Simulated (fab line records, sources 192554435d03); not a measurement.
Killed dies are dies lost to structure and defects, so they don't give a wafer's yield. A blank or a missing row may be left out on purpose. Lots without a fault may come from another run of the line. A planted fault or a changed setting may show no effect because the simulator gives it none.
fab line records | flow n5_finfet
record lots=5 wafers=15 last_day=18
route steps=1938 shown BEOL_M5@1129 PASSIVATION@1936
lots that met no fault: from a run of the same line without faults
start_h: hours from the record's first day to the start of the lot's first wafer shown | wait_h: hours since the lot's step before | " the same as in the row above | L1.1+2: a row that stands for several wafers | - no value, or no start given | * or withheld: withheld | < > ~ a bound
route shown NAME@n: a module of which the file shows steps, and the number in the route of the first | usual: mean/standard deviation of fault-free wafers | same: alike in all rows | chamber/n: place in a boat | sites: the reading at each site | _std_site: their standard deviation | _edge_site: outer sites' mean less inner sites' | radius_mm: how far each site lies from the wafer's centre | mask NAME#n: copy n | behind: the tool/chamber that last shaped the wafer | hold: why the lot was held/for how many hours/how that ended | device: the transistor (n, p or np) that didn't switch | end of line: the same wafers' tests at the end of the route | a step without rows: its recipe alone | killed: dies lost to structure and defects at the first sort, not the wafer's yield | map: a wafer's dies, x killed, . not, _ none there
set.NAME: the setting as run; set.NAME@STEP: as run at that earlier step | model.NAME: the simulator's own value behind a step, which no gauge read
lots at some steps of the route; a table a step, a row a wafer
services: from which hour (start_h, from the record's first day; less than 0 if before it) a tool's chamber was out of use, for how many hours, and why
## steps
# step N5_BEOL_M5_DESCUM_16
# recipe chemistry=O2 time_s=7 source_power_w=50 bias_power_w=20 pressure_mtorr=20 rf_frequency_hz=2.712e+07 temp_c=40 resist=CAR-EUV o2_flow_sccm=225
# usual drypump_motor_current_A=5.77/0.29 oes_product_au=0.78/0.074 rf_vpp_V=242.7/1.4 showerhead_plenum_p_Torr=2.05/0.076 throttle_valve_pct=20.44/0.14
# columns lot.wafer tool chamber start_h wait_h drypump_motor_current_A oes_product_au rf_hours_counter_h rf_vpp_V showerhead_plenum_p_Torr throttle_valve_pct
L749.1 rie_diel-03 2 216.27 0.1 6.07 0.69 212 243.1 1.98 20.41
L749.2 " 1 " " 5.96 0.76 151 243.5 2.08 20.28
L749.5 " 2 " " 6.05 0.69 - 240.2 1.98 20.42
L751.1 rie_diel-03 0 231.43 0.2 6.42 0.88 26 242.4 2.06 20.42
L751.5 " 0 " " 6.40 0.89 - 243.0 2.06 20.43
L751.6 " 3 " " 5.70 0.76 - 241.7 1.99 20.61
L752.1 rie_diel-03 0 248.28 0.0 6.40 0.87 31 242.0 2.06 20.43
L752.2 " 3 " " 5.70 0.74 189 240.4 1.99 20.62
L752.3 " 1 " " 6.01 0.74 161 242.0 2.07 20.28
L753.1 rie_diel-06 3 253.90 0.6 5.87 0.76 157 243.0 1.99 20.32
L753.2 " 0 " " 5.56 0.82 60 241.8 2.04 20.25
L753.6 " 1 " " 5.63 0.73 - 241.4 2.02 20.55
L764.1 rie_diel-03 0 318.67 0.1 6.41 0.83 54 242.2 2.05 20.47
L764.2 " 1 " " 5.93 0.72 185 244.5 2.06 20.32
L764.4 " 3 " " 5.69 0.72 212 242.6 1.98 20.65
# step N5_BEOL_M5_ETCH_72
# recipe chemistry=N2/H2 target=underlayer target_depth_a=65 mask_material=CAR-EUV time_s=5.2 ion_energy_ev=200 pressure_mtorr=30 source_w=840 bias_w=150 n2_flow_sccm=200 h2_flow_sccm=200 ends=cleared
# usual drypump_motor_current_A=5.77/0.3 etch_rf_on_time_s=5.19/0.19 oes_product_au=0.67/0.065 rf_vpp_V=522.6/2.6 showerhead_plenum_p_Torr=2.50/0.094 throttle_valve_pct=17.89/0.19
# columns lot.wafer tool chamber start_h wait_h drypump_motor_current_A etch_rf_on_time_s oes_product_au rf_hours_counter_h rf_vpp_V showerhead_plenum_p_Torr throttle_valve_pct
L749.1 rie_diel-03 2 216.31 0.0 6.06 5.00 0.60 212 520.6 2.41 17.81
L749.2 " 1 " " 5.99 5.01 0.66 151 523.2 2.56 18.01
L749.5 " 2 " " 6.09 5.06 0.59 - 518.2 2.41 17.80
L751.1 rie_diel-03 0 231.47 0.0 6.40 5.37 0.75 26 519.4 2.47 17.61
L751.5 " 0 " " 6.40 5.37 0.75 - 522.8 2.47 17.63
L751.6 " 3 " " 5.71 5.33 0.64 - 522.1 2.44 18.17
L752.1 rie_diel-03 0 248.32 0.0 6.42 5.34 0.74 31 522.4 2.47 17.62
L752.2 " 3 " " 5.73 5.26 0.65 189 519.2 2.43 18.18
L752.3 " 1 " " 5.97 4.99 0.67 161 526.2 2.55 18.02
L753.1 rie_diel-06 3 253.94 0.0 5.88 4.91 0.66 157 520.1 2.42 17.71
L753.2 " 0 " " 5.56 5.36 0.70 60 523.6 2.47 17.72
L753.6 " 1 " " 5.64 5.27 0.62 - 522.1 2.44 18.03
L764.1 rie_diel-03 0 318.70 0.0 6.41 5.32 0.71 54 521.0 2.46 17.68
L764.2 " 1 " " 5.96 5.11 0.63 185 523.1 2.54 18.06
L764.4 " 3 " " 5.70 5.28 0.61 212 521.5 2.43 18.24
# step N5_BEOL_M5_ETCH_61
# recipe chemistry=CF4 target=SiARC target_depth_a=156 mask_material=CAR-EUV time_s=26 ion_energy_ev=80 pressure_mtorr=40 source_w=545 bias_w=36 Ar_flow_sccm=100 cf4_flow_sccm=100 ends=cleared
# usual drypump_motor_current_A=5.77/0.29 etch_rf_on_time_s=25.9/0.97 oes_product_au=0.67/0.065 rf_vpp_V=183.7/1.3 showerhead_plenum_p_Torr=2.11/0.074 throttle_valve_pct=15.63/0.2
# columns lot.wafer tool chamber start_h wait_h drypump_motor_current_A etch_rf_on_time_s oes_product_au rf_hours_counter_h rf_vpp_V showerhead_plenum_p_Torr throttle_valve_pct
L749.1 rie_diel-03 2 216.33 0.0 6.04 25.1 0.60 212 182.9 2.05 15.66
L749.2 " 1 " " 5.97 24.6 0.67 151 185.2 2.15 15.73
L749.5 " 2 " " 6.06 25.3 0.59 - 182.0 2.05 15.68
L751.1 rie_diel-03 0 231.48 0.0 6.40 26.5 0.75 26 183.2 2.09 15.36
L751.5 " 0 " " 6.42 26.7 0.75 - 181.9 2.09 15.36
L751.6 " 3 " " 5.70 26.1 0.64 - 183.9 2.06 15.92
L752.1 rie_diel-03 0 248.34 0.0 6.41 26.6 0.75 31 184.8 2.08 15.38
L752.2 " 3 " " 5.70 26.4 0.64 189 183.3 2.05 15.93
L752.3 " 1 " " 5.92 24.7 0.66 161 184.3 2.15 15.74
L753.1 rie_diel-06 3 253.96 0.0 5.85 24.5 0.66 157 183.3 2.05 15.55
L753.2 " 0 " " 5.57 26.8 0.72 60 184.1 2.08 15.32
L753.6 " 1 " " 5.65 25.6 0.64 - 184.1 2.04 15.68
L764.1 rie_diel-03 0 318.72 0.0 6.41 26.7 0.71 54 182.4 2.08 15.41
L764.2 " 1 " " 5.96 25.0 0.64 185 184.4 2.14 15.78
L764.4 " 3 " " 5.70 26.6 0.62 212 182.0 2.05 15.98
# step N5_BEOL_M5_ETCH_62
# recipe chemistry=N2/H2 target=SOC target_depth_a=750 overetch_a=150 mask_material=SiARC temp_c=40 time_s=112.5 ion_energy_ev=200 pressure_mtorr=30 source_w=840 bias_w=150 n2_flow_sccm=200 h2_flow_sccm=200
# usual drypump_motor_current_A=5.77/0.29 oes_product_au=0.62/0.06 rf_vpp_V=522.6/2.5 showerhead_plenum_p_Torr=2.50/0.094 throttle_valve_pct=17.85/0.19
# columns lot.wafer tool chamber start_h wait_h drypump_motor_current_A oes_product_au rf_hours_counter_h rf_vpp_V showerhead_plenum_p_Torr throttle_valve_pct
L749.1 rie_diel-03 2 216.35 0.0 6.04 0.55 212 518.9 2.41 17.77
L749.2 " 1 " " 5.99 0.60 151 522.9 2.56 17.95
L749.5 " 2 " " 6.04 0.54 - 520.0 2.41 17.77
L751.1 rie_diel-03 0 231.51 0.0 6.44 0.70 26 522.4 2.47 17.58
L751.5 " 0 " " 6.40 0.71 - 522.1 2.47 17.58
L751.6 " 3 " " 5.69 0.60 - 520.7 2.44 18.13
L752.1 rie_diel-03 0 248.36 0.0 6.44 0.69 31 521.1 2.47 17.58
L752.2 " 3 " " 5.70 0.59 189 519.8 2.43 18.13
L752.3 " 1 " " 5.96 0.60 161 524.2 2.55 17.98
L753.1 rie_diel-06 3 253.98 0.0 5.89 0.59 157 520.8 2.42 17.66
L753.2 " 0 " " 5.57 0.67 60 523.5 2.47 17.69
L753.6 " 1 " " 5.63 0.58 - 519.7 2.44 18.00
L764.1 rie_diel-03 0 318.75 0.0 6.41 0.67 54 522.7 2.46 17.61
L764.2 " 1 " " 5.98 0.58 185 523.5 2.54 18.01
L764.4 " 3 " " 5.70 0.58 212 519.3 2.43 18.16
# step N5_BEOL_M5_STRIP_63
# recipe chemistry=N2/H2 temp_c=40 n2_flow_sccm=200 h2_flow_sccm=200 rf_frequency_hz=6e+07
# step N5_BEOL_M5_STRIP_73
# recipe chemistry=N2/H2 temp_c=40 n2_flow_sccm=200 h2_flow_sccm=200 rf_frequency_hz=6e+07
# step N5_BEOL_M5_STRIP_64
# recipe chemistry=CF4 resist=SiARC power_w=300 bias_power_w=75 pressure_mtorr=50 cf4_flow_sccm=150 rf_frequency_hz=6e+07
# step N5_BEOL_M5_HM_OPEN_17
# recipe chemistry=Cl2/BCl3 target_depth_a=200 overetch_a=60 target=TiN mask_material=SOC ion_energy_ev=150 pressure_mtorr=10 icp_w=1000 bias_w=126 Cl2_flow_sccm=53.25 bcl3_flow_sccm=21.75 Ar_flow_sccm=25
# step N5_BEOL_M5_STRIP_19
# recipe chemistry=O2 power_w=400 temp_c=40 pressure_mtorr=30 rf_frequency_hz=6e+07 bias_power_w=0 overash_fraction=0.2 o2_flow_sccm=225
# usual drypump_motor_current_A=5.8/0.31 oes_product_au=0.78/0.08 rf_vpp_V=3.6/0.48 showerhead_plenum_p_Torr=2.08/0.078 throttle_valve_pct=16.70/0.12
# columns lot.wafer tool chamber start_h wait_h drypump_motor_current_A oes_product_au rf_hours_counter_h rf_vpp_V showerhead_plenum_p_Torr throttle_valve_pct
L749.1 rie_diel-05 0 216.65 0.1 5.5 0.94 27 4.6 2.11 16.73
L749.2 " 3 " " 6.0 0.81 79 2.9 2.13 16.87
L749.5 " 2 " " 5.3 0.72 - 2.7 2.05 16.66
L751.1 rie_diel-03 0 231.79 0.1 6.4 0.87 26 3.3 2.07 16.58
L751.5 " 0 " " 6.4 0.87 - 3.5 2.07 16.61
L751.6 " 1 " " 6.0 0.75 - 3.8 2.08 16.63
L752.1 rie_diel-03 2 248.64 0.1 6.1 0.67 223 3.8 1.98 16.70
L752.2 " 0 " " 6.4 0.86 31 3.3 2.07 16.60
L752.3 " 1 " " 5.9 0.73 161 2.9 2.08 16.62
L753.1 rie_diel-03 3 254.36 0.2 5.7 0.75 191 4.1 1.99 16.88
L753.2 " 1 " " 5.9 0.74 164 3.4 2.08 16.63
L753.6 " 1 " " 6.0 0.74 - 3.2 2.07 16.61
L764.1 rie_diel-05 3 319.02 0.1 6.0 0.79 106 3.9 2.12 16.92
L764.2 " 1 " " 5.8 0.71 201 4.1 2.17 16.73
L764.4 " 0 " " 5.5 0.89 55 4.0 2.10 16.80
# step N5_BEOL_M5_CD_MEAS_18
# recipe pitch_nm=56 target_cd_nm=28
# usual cd_nm=28.0/0.46
# columns lot.wafer tool chamber start_h wait_h cd_nm
L749.1 cd_sem-01 - 216.72 0.0 27.9
L749.2 " - " " 28.2
L749.5 " - " " 27.6
L751.1 cd_sem-01 - 231.86 0.0 28.3
L751.5 " - " " 28.1
L751.6 " - " " 27.3
L752.1 cd_sem-03 - 248.71 0.0 28.2
L752.2 " - " " 27.1
L752.3 " - " " 27.9
L753.1 cd_sem-03 - 254.43 0.0 28.9
L753.2 " - " " 28.2
L753.6 " - " " 28.6
L764.1 cd_sem-03 - 319.09 0.0 28.2
L764.2 " - " " 28.3
L764.4 " - " " 27.0
# step N5_BEOL_M5_COAT_65
# recipe resist=SOC temp_c=250 time_s=60 spin_rpm=1500 resist_thk_nm=60
# step N5_BEOL_M5_COAT_66
# recipe resist=SiARC temp_c=220 time_s=60 spin_rpm=1500 resist_thk_nm=12
# step N5_BEOL_M5_COAT_74
# recipe resist=underlayer temp_c=205 time_s=60 spin_rpm=1500 resist_thk_nm=5
# usual chill_plate_temp_C=23.01/0.097 dispense_pressure_kPa=55.0/1.7 heater_power_total_W=391.7/1.3 plate_temp_C=205.00/0.15
# columns lot.wafer tool chamber start_h wait_h chill_plate_temp_C dispense_pressure_kPa heater_power_total_W plate_temp_C
L749.1 litho_track-04 0 216.76 - 23.04 56.8 391.8 205.09
L749.2 " 0 " " 23.04 56.8 393.0 205.12
L749.5 " 0 " " 23.02 56.9 392.2 205.05
L751.1 litho_track-05 0 232.31 - 22.94 53.3 392.5 204.84
L751.5 " 0 " " 23.09 53.3 390.1 204.74
L751.6 " 0 " " 23.12 53.4 389.9 204.70
L752.1 litho_track-05 0 249.33 - 22.97 53.3 389.0 203.13
L752.2 " 0 " " 22.85 53.3 385.1 202.99
L752.3 " 0 " " 22.85 53.3 387.8 203.03
L753.1 litho_track-01 0 255.04 - 22.97 56.6 392.8 204.97
L753.2 " 0 " " 23.05 56.5 392.8 205.09
L753.6 " 0 " " 23.06 56.6 392.6 205.03
L764.1 litho_track-04 0 322.90 - 22.95 56.7 391.2 204.92
L764.2 " 0 " " 22.92 56.7 391.7 205.05
L764.4 " 0 " " 23.16 56.8 390.8 204.94
# step N5_BEOL_M5_COAT_22
# recipe resist=CAR-EUV spin_rpm=1500 resist_thk_nm=30
# step N5_PASSIVATION_PROBE_49
# usual defect_limited_yield=91.1/1.4 killed_at_M0_to_M3=34/11 killed_at_M4_up=14/5.6 killed_at_contacts=13/5.9 killed_at_front_end=40/11 killed_at_other=4/3.1 killed_dies=105/16 killed_open=68/11 killed_short=34/8.4 sort_bin_5_function=5.2/0.86 sort_bin_6_memory=3.2/0.7 sort_bin_8_speed=0.1/1.1 sort_n_pass=1074/21 sort_yield_pct=91.0/1.8
# same gross_dies=1180 killed_at_back_side=0 sort_bin_4_leakage[%]=0
# columns lot.wafer tool chamber start_h wait_h defect_limited_yield[%] killed_at_M0_to_M3 killed_at_M4_up killed_at_contacts killed_at_front_end killed_at_other killed_dies killed_open killed_short sort_bin_5_function[%] sort_bin_6_memory[%] sort_bin_8_speed[%] sort_n_pass sort_yield_pct[%]
L751.1 prober-01 - 346.00 0.0 91.6 42 13 16 27 1 99 57 40 5.1 3.1 0 1081 91.6
L751.5 prober-01 - 346.20 0.2 91.1 38 18 7 40 2 105 60 45 4.6 3.6 0 1075 91.1
L751.6 prober-01 - 346.25 0.3 88.2 47 13 10 66 3 139 85 46 6.2 4.0 0 1041 88.2
# killed by level:class
L751.1 BEOL_M2:geometric_particle:open=10 MOL_CONTACT_COAG:geometric_particle:open=9 BEOL_M0_SAQP:geometric_particle:open=9 BEOL_M0_SAQP:geometric_particle:short=8 BEOL_M1:geometric_particle:short=8 FIN_SAQP:geometric_particle:short=5 FIN_SAQP:geometric_particle:open=5 MOL_CONTACT_COAG:geometric_particle:short=5
L751.5 BEOL_M4:geometric_particle:open=14 BEOL_M0_SAQP:geometric_particle:short=12 FIN_SAQP:geometric_particle:short=10 GATE_CUT:geometric_particle:short=8 BEOL_M0_SAQP:geometric_particle:open=7 MOL_CONTACT_COAG:geometric_particle:open=7 GATE_CUT:geometric_particle:open=6 FIN_SAQP:geometric_particle:open=4
L751.6 FIN_SAQP:geometric_particle:open=22 BEOL_M0_SAQP:geometric_particle:short=15 BEOL_M0_SAQP:geometric_particle:open=14 STI_FIN_REVEAL:geometric_particle:open=8 GATE_CUT:geometric_particle:open=8 HKMG_FIN:area_etch=7 GATE_CUT:geometric_particle:short=6 MOL_CONTACT_COAG:geometric_particle:open=6
## services
# columns tool chamber start_h hours kind
rie_diel-03 3 204.13 13.8 repair
litho_track-05 - 211.65 - consumable_replace:filter
rie_diel-06 - 216.83 4.3 pm
rie_diel-05 3 228.51 2.4 repair
rie_diel-06 2 235.86 5.7 repair
litho_track-05 - 236.04 - consumable_replace:filter
litho_track-05 - 243.01 - consumable_replace:filter
rie_diel-05 - 249.68 4.3 pm
litho_track-01 - 268.00 - consumable_replace:filter
litho_track-04 - 287.22 - consumable_replace:filter
rie_diel-05 - 290.91 0.9 repair
## key
first_sign step=N5_BEOL_M5_COAT_74 reading=plate_temp_C direction=down sigmas=13 usual=* struck=*
effect step=N5_BEOL_M5_COAT_74 reading=heater_power_total_W direction=down sigmas=3.3 usual=* struck=*
met_at N5_BEOL_M5_COAT_74
struck_wafers L752.1,L752.2,L752.3
onset_between 232.31 249.33
fault kind=process_parameter_drift tool=litho_track-05 chamber=- onset_h=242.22 steps=N5_BEOL_M5_COAT_74 channel=temp_c offset=* shape=step acts_in=* stated=*
